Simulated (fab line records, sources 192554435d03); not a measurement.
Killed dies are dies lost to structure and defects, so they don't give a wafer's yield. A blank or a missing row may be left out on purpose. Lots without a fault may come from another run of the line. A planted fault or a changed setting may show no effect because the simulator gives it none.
Which tool did it? | flow n5_finfet | 9 lots, 25 wafers sampled, at 6 steps of a route of 1938

WHAT THE GAUGES READ, wafer by wafer
N5_BEOL_M2_CD_MEAS_28: target cd 26.2 nm, target cd y 24.1 nm. Usual: cd_nm 26.15 nm, standard deviation 0.23.
lot  | measured     | on        | cd_nm (nm)        | flag
L697 | day 6 23:34  | cd_sem-03 | 26.13 26.14 26.06 |
L698 | day 7 05:34  | cd_sem-03 | 26.46 25.98 26.14 |
L701 | day 7 18:55  | cd_sem-02 | 26.07 25.79 26.13 |
L702 | day 8 00:04  | cd_sem-02 | 25.96 26.26 26.38 |
L709 | day 9 21:49  | cd_sem-01 | 26.13 26.27 25.98 |
L711 | day 10 05:01 | cd_sem-01 | 26.53 25.93 26.08 |
L714 | day 11 03:08 | cd_sem-03 | 26.00 26.24       |
L713 | day 11 03:18 | cd_sem-03 | 26.09 26.49       |
L718 | day 12 06:34 | cd_sem-03 | 25.82 26.16 26.07 |

N5_BEOL_M2_INSPECT_30: inspects for defects (brightfield). Usual: raw_defect_count 434, standard deviation 110.
lot  | measured     | on                | raw_defect_count | flag
L697 | day 6 23:40  | defect_inspect-01 | 365 311 315      |
L698 | day 7 05:39  | defect_inspect-01 | 437 289 448      |
L701 | day 7 19:00  | defect_inspect-01 | 394 431 439      |
L702 | day 8 00:10  | defect_inspect-02 | 408 362 440      |
L709 | day 9 21:53  | defect_inspect-02 | 818 1068 841     | OFF
L711 | day 10 05:06 | defect_inspect-02 | 978 957 1058     | OFF
L714 | day 11 03:14 | defect_inspect-02 | 374 474          |
L713 | day 11 03:23 | defect_inspect-02 | 284 324          |
L718 | day 12 06:39 | defect_inspect-01 | 514 410 387      |

N5_BEOL_M4_RC_MEAS_101. Usual: DIBL_N 36.6 mV/V, standard deviation 2.1; DIBL_P 36.3 mV/V, standard deviation 2.2; IOFF_N 0.16 nA/um, standard deviation 0.036; IOFF_P 0.21 nA/um, standard deviation 0.038; ION_N 671 uA/um, standard deviation 12; ION_P 460 uA/um, standard deviation 7.5; SS_N 71.8 mV/dec, standard deviation 0.72; SS_P 73.3 mV/dec, standard deviation 0.72; VT_N 250 mV, standard deviation 3.2; VT_P -250 mV, standard deviation 3.5.
lot  | measured     | on        | DIBL_N (mV/V)  | DIBL_P (mV/V)  | IOFF_N (nA/um) | IOFF_P (nA/um) | ION_N (uA/um) | ION_P (uA/um) | SS_N (mV/dec)  | SS_P (mV/dec)  | VT_N (mV)   | VT_P (mV)      | flag
L697 | day 8 03:50  | prober-01 | 39.8 37.9 39.4 | 37.1 35.5 36.5 | 0.20 0.17 0.19 | 0.26 0.24 0.25 | 678 679 666   | 469 473 460   | 72.1 71.9 72.7 | 73.7 73.5 73.9 | 249 247 247 | -245 -246 -246 |
L698 | day 8 11:43  | prober-02 | 35.4 36.8 38.4 | 36.4 37.3 40.0 | 0.17 0.20 0.23 | 0.22 0.23 0.28 | 661 678 680   | 459 460 461   | 72.0 72.4 72.7 | 74.1 74.3 74.9 | 250 245 243 | -251 -250 -248 |
L701 | day 9 00:05  | prober-01 | 37.5 38.7 39.7 | 36.5 37.5 39.3 | 0.18 0.21 0.24 | 0.23 0.27 0.32 | 673 697 686   | 463 474 464   | 71.3 72.4 72.7 | 73.2 73.8 74.3 | 247 246 242 | -248 -245 -242 |
L702 | day 9 04:12  | prober-01 | 38.5 38.6 39.4 | 37.8 37.6 37.8 | 0.21 0.19 0.20 | 0.25 0.24 0.25 | 682 673 678   | 463 457 463   | 72.4 72.1 73.1 | 73.7 74.1 74.3 | 245 249 249 | -249 -250 -248 |
L709 | day 11 02:44 | prober-01 | 40.5 42.0 40.0 | 39.9 42.1 37.6 | 0.23 0.27 0.20 | 0.26 0.30 0.21 | 696 694 666   | 469 470 452   | 72.1 73.8 73.2 | 74.7 74.8 73.8 | 244 246 249 | -249 -244 -251 |
L711 | day 11 07:45 | prober-02 | 36.7 36.1 38.2 | 37.9 37.2 38.9 | 0.18 0.16 0.19 | 0.20 0.19 0.22 | 693 675 673   | 467 455 460   | 71.2 70.8 72.4 | 73.5 73.3 73.5 | 249 250 251 | -253 -253 -248 |
L714 | day 12 11:01 | prober-02 | 34.1 36.6      | 35.0 37.4      | 0.13 0.18      | 0.18 0.21      | 680 669       | 464 456       | 71.4 72.4      | 72.3 73.0      | 249 249     | -251 -252      |
L713 | day 12 08:22 | prober-02 | 32.8 33.8      | 32.3 34.7      | 0.12 0.15      | 0.17 0.21      | 668 684       | 464 470       | 70.8 71.4      | 73.3 73.4      | 254 248     | -250 -248      |
L718 | day 13 11:47 | prober-01 | 36.2 36.7 34.0 | 34.9 35.4 31.1 | 0.14 0.14 0.10 | 0.17 0.19 0.13 | 672 673 659   | 461 463 451   | 71.9 71.5 70.7 | 72.5 73.0 71.5 | 251 250 254 | -255 -253 -258 |

WHICH TOOL RAN EACH LOT (tool, then ch and the chambers of the sampled wafers, then the start)
lot  | N5_BEOL_M2_ETCH_63                 | N5_BEOL_M2_ETCH_77                 | N5_BEOL_M2_ETCH_41
L697 | rie_diel-02 ch 1,3, day 6 22:44    | rie_diel-04 ch 0,2, day 6 23:43    | rie_diel-04 ch 0,1,2, day 8 03:50 or earlier
L698 | rie_diel-01 ch 1,2,3, day 7 04:38  | rie_diel-02 ch 1,2, day 7 05:47    | rie_diel-02 ch 2,3, day 8 11:43 or earlier
L701 | rie_diel-01 ch 0,1,3, day 7 18:04  | rie_diel-02 ch 0,2,3, day 7 19:22  | rie_diel-01 ch 1,3, day 9 00:05 or earlier
L702 | rie_diel-01 ch 0,1, day 7 23:15    | rie_diel-02 ch 1,2,3, day 8 00:14  | rie_diel-01 ch 0,1,2, day 9 04:12 or earlier
L709 | rie_diel-01 ch 0,1,3, day 9 20:59  | rie_diel-04 ch 0,1, day 9 22:20    | rie_diel-04 ch 1,2,3, day 11 02:44 or earlier
L711 | rie_diel-01 ch 0,2,3, day 10 04:10 | rie_diel-01 ch 1,2,3, day 10 05:10 | rie_diel-02 ch 0,1,2, day 11 07:45 or earlier
L714 | rie_diel-04 ch 0,1, day 11 02:19   | rie_diel-01 ch 0,1, day 11 03:19   | rie_diel-01 ch 2,3, day 12 11:01 or earlier
L713 | rie_diel-02 ch 0,1, day 11 02:33   | rie_diel-01 ch 2,3, day 11 03:28   | rie_diel-01 ch 0,2, day 12 08:22 or earlier
L718 | rie_diel-02 ch 0,1,2, day 12 05:44 | rie_diel-04 ch 0,1,3, day 12 06:43 | rie_diel-04 ch 0,1,3, day 13 11:47 or earlier
- N5_BEOL_M2_ETCH_63: etches SiARC in CF4, target depth 15.6 nm, time 26 s.
- N5_BEOL_M2_ETCH_77: etches underlayer in N2/H2, target depth 6.5 nm, time 5.2 s.
- N5_BEOL_M2_ETCH_41: etches SiCN in CH3F/O2, target depth 29.9 nm, time 52.5 s.

WHAT THE TOOLS THEMSELVES READ (means of the sampled wafers that have a number; where no wafer has one, the mark that the record gives instead)
N5_BEOL_M2_ETCH_63. Usual: cf4_flow_sccm 100.06 sccm, standard deviation 0.28; drypump_motor_current_A 5.9 A, standard deviation 0.38; etch_rf_on_time_s 26.1 s, standard deviation 0.68; oes_product_au 0.70 a.u., standard deviation 0.086; rf_vpp_V 184.2 V, standard deviation 1.1; showerhead_plenum_p_Torr 2.14 Torr, standard deviation 0.057; throttle_valve_pct 15.6 %, standard deviation 0.31.
lot  | tool        | cf4_flow_sccm (sccm) | drypump_motor_current_A (A) | etch_rf_on_time_s (s) | oes_product_au (a.u.) | rf_vpp_V (V) | showerhead_plenum_p_Torr (Torr) | throttle_valve_pct (%) | flag
L697 | rie_diel-02 | 99.95                | 5.8                         | 26.1                  | 0.66                  | 185.0        | 2.20                            | 15.7                   |
L698 | rie_diel-01 | 100.23               | 5.9                         | 25.9                  | 0.71                  | 184.2        | 2.18                            | 15.7                   |
L701 | rie_diel-01 | 100.48               | 5.8                         | 26.1                  | 0.71                  | 183.8        | 2.13                            | 15.8                   |
L702 | rie_diel-01 | 99.70                | 5.8                         | 26.5                  | 0.75                  | 184.3        | 2.14                            | 15.6                   |
L709 | rie_diel-01 | 99.97                | 5.8                         | 26.2                  | 0.68                  | 184.3        | 2.12                            | 15.8                   |
L711 | rie_diel-01 | 100.02               | 6.0                         | 26.5                  | 0.69                  | 184.2        | 2.13                            | 15.8                   |
L714 | rie_diel-04 | 99.95                | 6.2                         | 25.9                  | 0.72                  | 183.3        | 2.12                            | 15.3                   |
L713 | rie_diel-02 | 99.84                | 6.1                         | 25.4                  | 0.68                  | 184.3        | 2.15                            | 15.8                   |
L718 | rie_diel-02 | 100.06               | 6.1                         | 25.7                  | 0.66                  | 184.4        | 2.15                            | 15.6                   |

N5_BEOL_M2_ETCH_77. Usual: drypump_motor_current_A 5.9 A, standard deviation 0.38; etch_rf_on_time_s 5.23 s, standard deviation 0.13; oes_product_au 0.69 a.u., standard deviation 0.078; rf_vpp_V 524.3 V, standard deviation 2.2; showerhead_plenum_p_Torr 2.55 Torr, standard deviation 0.065; throttle_valve_pct 17.9 %, standard deviation 0.31.
lot  | tool        | drypump_motor_current_A (A) | etch_rf_on_time_s (s) | oes_product_au (a.u.) | rf_vpp_V (V) | showerhead_plenum_p_Torr (Torr) | throttle_valve_pct (%) | flag
L697 | rie_diel-04 | 5.6                         | 5.14                  | 0.66                  | 525.8        | 2.62                            | 17.8                   |
L698 | rie_diel-02 | 6.2                         | 5.17                  | 0.73                  | 524.5        | 2.58                            | 17.7                   |
L701 | rie_diel-02 | 5.8                         | 5.18                  | 0.65                  | 525.3        | 2.58                            | 17.9                   |
L702 | rie_diel-02 | 6.0                         | 5.24                  | 0.68                  | 525.5        | 2.59                            | 17.7                   |
L709 | rie_diel-04 | 6.4                         | 5.36                  | 0.71                  | 523.7        | 2.51                            | 17.7                   |
L711 | rie_diel-01 | 6.0                         | 5.16                  | 0.75                  | 525.6        | 2.59                            | 17.8                   |
L714 | rie_diel-01 | 5.8                         | 5.35                  | 0.68                  | 522.1        | 2.50                            | 18.0                   |
L713 | rie_diel-01 | 6.0                         | 5.20                  | 0.72                  | 526.0        | 2.57                            | 17.9                   |
L718 | rie_diel-04 | 5.9                         | 5.22                  | 0.74                  | 524.4        | 2.52                            | 17.8                   |

N5_BEOL_M2_ETCH_41. Usual: CH3F_flow_sccm 30.01 sccm, standard deviation 0.081; drypump_motor_current_A 5.9 A, standard deviation 0.43; oes_product_au 0.80 a.u., standard deviation 0.096; rf_vpp_V 297.4 V, standard deviation 1.3; showerhead_plenum_p_Torr 2.01 Torr, standard deviation 0.052; throttle_valve_pct 16.36 %, standard deviation 0.3.
lot  | tool        | CH3F_flow_sccm (sccm) | drypump_motor_current_A (A) | oes_product_au (a.u.) | rf_vpp_V (V) | showerhead_plenum_p_Torr (Torr) | throttle_valve_pct (%) | flag
L697 | rie_diel-04 | 29.93                 | 6.0                         | 0.83                  | 297.4        | 2.02                            | 16.19                  |
L698 | rie_diel-02 | 30.07                 | 5.7                         | 0.75                  | 298.7        | 2.05                            | 16.29                  |
L701 | rie_diel-01 | 29.97                 | 5.7                         | 0.86                  | 297.9        | 2.03                            | 16.49                  |
L702 | rie_diel-01 | 30.03                 | 6.1                         | 0.88                  | 297.7        | 2.00                            | 16.27                  |
L709 | rie_diel-04 | 29.99                 | 5.7                         | 0.72                  | 297.3        | 1.99                            | 16.56                  |
L711 | rie_diel-02 | 30.03                 | 6.1                         | 0.78                  | 297.7        | 2.01                            | 16.32                  |
L714 | rie_diel-01 | 29.98                 | 6.0                         | 0.84                  | 297.4        | 2.02                            | 16.38                  |
L713 | rie_diel-01 | 29.98                 | 6.2                         | 0.79                  | 297.4        | 1.96                            | 16.38                  |
L718 | rie_diel-04 | 30.01                 | 5.9                         | 0.87                  | 297.5        | 1.97                            | 16.17                  |

THE ANSWER, worked out from the rows above alone
Rule: a lot is off if the mean of its wafers that have a number lies more than 3 standard deviations from the usual mean. A lot without any number at a reading at which 4 lots or more have one is off too. The other lots that the step has rows for count as sound. The gauges are gone through in route order, then the tools' own readings, and for those a lot's mean is taken as printed above. The first step at which some lot is off is used, and at that step the reading that is off furthest; a lot without a number counts as furthest.
Off: L709, L711, at N5_BEOL_M2_INSPECT_30 (raw_defect_count).
A tool fits if, at a process step before that reading, it ran every lot that is off, and no sound lot after the first of them. The gauges at N5_BEOL_M2_INSPECT_30 are tried like those tools. One fits: rie_diel-01 at N5_BEOL_M2_ETCH_63. Its last sound lot is L702 (day 7 23:15), its first lot that is off L709 (day 9 20:59): a fault that began between those two fits.

WHAT THE SIMULATOR HAD PUT IN
Chamber particle source: rie_diel-01, from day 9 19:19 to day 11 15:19, at N5_BEOL_M2_ETCH_63. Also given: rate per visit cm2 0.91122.
Lots struck among those shown: L709, L711. The rule above found the same.
